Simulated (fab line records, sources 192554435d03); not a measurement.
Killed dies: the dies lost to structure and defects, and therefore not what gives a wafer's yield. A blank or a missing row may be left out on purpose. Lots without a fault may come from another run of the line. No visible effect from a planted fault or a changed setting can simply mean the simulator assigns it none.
Matching of chambers ; flow n5 finfet ; N5_BEOL_M0_SAQP_STRIP_86 on rie diel-05 has 4 sister chambers
The step strips in N2/H2. 16 wafers are shown with their chamber, then 8 later ones without.

## WAFERS PAIRED WITH THEIR CHAMBERS
wafer;chamber;showerhead plenum p Torr (Torr);oes product au (a.u.);drypump motor current A (A)
L074.2;0;3.20;0.71;6.1
L074.5;0;3.20;0.71;6.1
L074.6;3;3.23;0.74;5.6
L075.1;1;3.12;0.82;5.7
L075.2;2;3.46;0.94;5.5
L075.4;3;3.23;0.75;5.5
L079.3;2;3.45;0.90;5.6
L079.4;1;3.11;0.81;5.7
L079.6;2;3.45;0.90;5.5
L080.1;2;3.45;0.90;5.6
L080.2;0;3.19;0.70;6.1
L080.6;3;3.23;0.74;5.6
L083.2;0;3.19;0.70;6.1
L083.5;1;3.11;0.79;5.7
L083.6;0;3.19;0.70;6.0
L089.1;0;3.18;0.68;6.1

SIGNATURES (averages over the wafers above)
reading;chamber 0;chamber 1;chamber 2;chamber 3;scatter within a chamber
showerhead plenum p Torr;3.1917;3.1133;3.4525;3.2300;0.00595
oes product au;0.7000;0.8067;0.9100;0.7433;0.0139
drypump motor current A;6.083;5.700;5.550;5.567;0.0456
Rule: a wafer lies at a distance from a chamber equal to the root of the sum of squares, over the readings, of (its reading less the chamber's mean, divided by the reading's scatter). If the next closest chamber is less than 2 further off than the closest, the wafer can't be placed; otherwise it belongs to the closest. How the scatter is found: for the shown wafers, subtract from each reading the mean of its chamber, square and add these, divide the total by (wafers less chambers), then take the root.

## WAFERS WHOSE CHAMBER IS MISSING
wafer;showerhead plenum p Torr (Torr);oes product au (a.u.);drypump motor current A (A)
L089.2;3.22;0.73;5.6
L089.6;3.18;0.69;6.1
L091.2;3.44;0.86;5.6
L091.4;3.22;0.73;5.6
L091.5;3.18;0.69;6.1
L092.2;3.18;0.70;6.1
L092.4;3.18;0.69;6.1
L092.5;3.44;0.85;5.6

## THE CHAMBER EACH PASSED THROUGH
wafer;from the rows above;in truth
L089.2;3;3
L089.6;0;0
L091.2;2;2
L091.4;3;3
L091.5;0;0
L092.2;0;0
L092.4;0;0
L092.5;2;2
Placed correctly: 8 of 8. Number that these rows cannot place: 0. Number placed wrongly: 0.
